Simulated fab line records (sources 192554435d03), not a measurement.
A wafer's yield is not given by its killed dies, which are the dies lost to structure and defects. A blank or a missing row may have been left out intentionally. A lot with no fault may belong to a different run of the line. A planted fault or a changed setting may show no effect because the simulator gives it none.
Chamber matching -- flow n5-finfet -- pecvd-02 running N5_FIN_SAQP_PECVD_06: 3 sister chambers
The step deposits a-Si from SiH4/He, target thk 60 nm, time 48.1 s. 3 wafers are shown with their chamber, then 9 later ones without.

== WAFERS PAIRED WITH THEIR CHAMBERS ==
wafer,chamber,showerhead-vpp-V (V)
L087.2,0,620
L089.1,2,525
L089.5,1,610

== WAFERS WITH NO CHAMBER GIVEN ==
wafer,showerhead-vpp-V (V)
L090.3,524
L090.4,623
L090.6,524
L093.1,518
L093.3,596
L093.4,626
L097.2,519
L097.3,627
L097.6,628

== EACH ONE'S CHAMBER ==
wafer,from the rows above,in truth
L090.3,2,2
L090.4,can't be placed: 0 or 1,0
L090.6,2,2
L093.1,2,2
L093.3,can't be placed: 1 or 0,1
L093.4,can't be placed: 0 or 1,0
L097.2,2,2
L097.3,can't be placed: 0 or 1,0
L097.6,can't be placed: 0 or 1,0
Placed correctly: 4 of 9. These rows do not allow placing 5 (true chamber among the candidates in 5). Placed wrongly: 0.
How it was worked out, from the rows above alone: a wafer's distance from a chamber is the root of the sum, over the readings, of the square of ((its reading less the chamber's mean) divided by the reading's scatter). The wafer belongs to the nearest chamber; if the next one is less than 2 further off, it can't be placed. A chamber's mean is the mean of its shown wafers. The scatter (one wafer shown for each chamber): square how far every hidden wafer sits from the nearest shown wafer, average those squares and take the square root.
